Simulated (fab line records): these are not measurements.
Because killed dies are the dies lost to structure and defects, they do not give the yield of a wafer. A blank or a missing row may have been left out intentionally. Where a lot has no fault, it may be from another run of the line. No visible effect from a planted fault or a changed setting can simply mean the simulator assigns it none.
Split-lot trial -- flow n5 finfet -- 7 lots, 21 wafers read, on a route of 1938 steps

== ON THE SPLIT ==
At N5_HKMG_FIN_COAT_06 (resist thk 90 nm), the setting spin rpm was moved away from the recipe's 1500 rpm on 5 of the 21 wafers read, by -7.7% to +10.9%. All remaining wafers had this setting at the recipe value.

== FROM THE SPLIT TO THE READING: what the file shows between them, 2 steps ==
- N5_HKMG_FIN_EBR_08
- N5_HKMG_FIN_SOFTBAKE_07: time 60 s

== THE READING ==
CAR-ArF_of_HKMG_FIN_COAT_06.thk nm (the simulator's own value, which no gauge read), in nm, at N5_HKMG_FIN_DESCUM_17 (chemistry O2, time 7.9 s). The file gives no usual value for it. Across the 16 wafers here that went through the recipe, the average is 83.5 nm and the standard deviation 0.37 nm.

wafer,"tool, chamber at the split","spin rpm as run, rpm",against the recipe,"CAR-ArF_of_HKMG_FIN_COAT_06.thk nm, nm",against lot-mates on the recipe
L074.1,"litho track-03, 0",1500,recipe,83.6,-
L074.3,"litho track-03, 0",1500,recipe,83.6,-
L074.2,"litho track-03, 0",1500,recipe,83.8,-
L075.1,"litho track-03, 0",1500,recipe,84,-
L075.3,"litho track-03, 0",1384,-7.7%,87.6,+3.6
L075.5,"litho track-03, 0",1384,-7.7%,87.4,+3.4
L081.2,"litho track-04, 0",1664,+10.9%,78.6,-4.6
L081.3,"litho track-04, 0",1664,+10.9%,78.6,-4.6
L081.4,"litho track-04, 0",1500,recipe,83.2,-
L084.3,"litho track-04, 0",1500,recipe,83.2,-
L084.4,"litho track-04, 0",1500,recipe,83.2,-
L084.6,"litho track-04, 0",1500,recipe,83.4,-
L085.1,"litho track-04, 0",1500,recipe,83.2,-
L085.2,"litho track-04, 0",1500,recipe,83,-
L085.6,"litho track-04, 0",1500,recipe,82.8,-
L092.2,"litho track-02, 0",1575,+5.0%,81.2,-2.1
L092.3,"litho track-02, 0",1500,recipe,83.2,-
L092.5,"litho track-02, 0",1500,recipe,83.4,-
L094.2,"litho track-02, 0",1500,recipe,84,-
L094.3,"litho track-02, 0",1500,recipe,84,-
L094.6,"litho track-02, 0",1500,recipe,83.8,-

THE FIT
A straight line over all 21 wafers: CAR-ArF_of_HKMG_FIN_COAT_06.thk nm changes by -0.471 nm for each +1% of spin rpm; r = -0.99; the points scatter about the line by 0.37 nm.
The same after taking each lot's own level away (the mean of its wafers on the recipe; 21 wafers): -0.431 nm for each +1%; r = -1.00; scatter 0.12 nm.
The reading moves by 4.7 nm for the largest change in spin rpm, on that fit.
From 83.00 to 84.00 nm: that is the span of the lots' own levels, equal to 2.7 times the standard deviation above.
The two slopes are in agreement: the lot-to-lot level therefore moves the slope only a little.
Check: with one of the wafers moved furthest among these (+10.9%) left out of the fit, the line predicts -4.73 nm for it against its lot-mates. Against them it came out at -4.6 nm.

== ADDITIONAL SPLITS CARRIED BY THESE WAFERS ==
Before the reading, these wafers also passed through other splits. Each is held against what the fit with the lots' levels taken away leaves over:
other split on the same wafers,wafers away from the commonest value,r with CAR-ArF_of_HKMG_FIN_COAT_06.thk nm (lot level and that fit taken away)
N5_SD_EPI_P_EXPOSE_06 dose mj,9,-0.09
N5_HKMG_FIN_COAT_43 spin rpm,3,-0.31
N5_HKMG_FIN_EXPOSE_46 dose mj,12,+0.27

== THE WHOLE CHAIN: every reading that the file lists as answering this split, in the file's order ==
step,what it does,reading,change (the file's fit),r (the file's)
N5_HKMG_FIN_COAT_06,resist thk 90 nm,"CAR-ArF_of_HKMG_FIN_COAT_06.thk nm (the simulator's own value, which no gauge read)",-0.417 nm for each +1% of the setting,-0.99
N5_HKMG_FIN_DESCUM_17,"chemistry O2, time 7.9 s","CAR-ArF_of_HKMG_FIN_COAT_06.thk nm (the simulator's own value, which no gauge read)",-0.43 nm for each +1% of the setting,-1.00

== THE FILE'S OWN FIT ==
CAR-ArF_of_HKMG_FIN_COAT_06.thk nm changes by -0.43 nm for each +1% of spin rpm, r = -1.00.
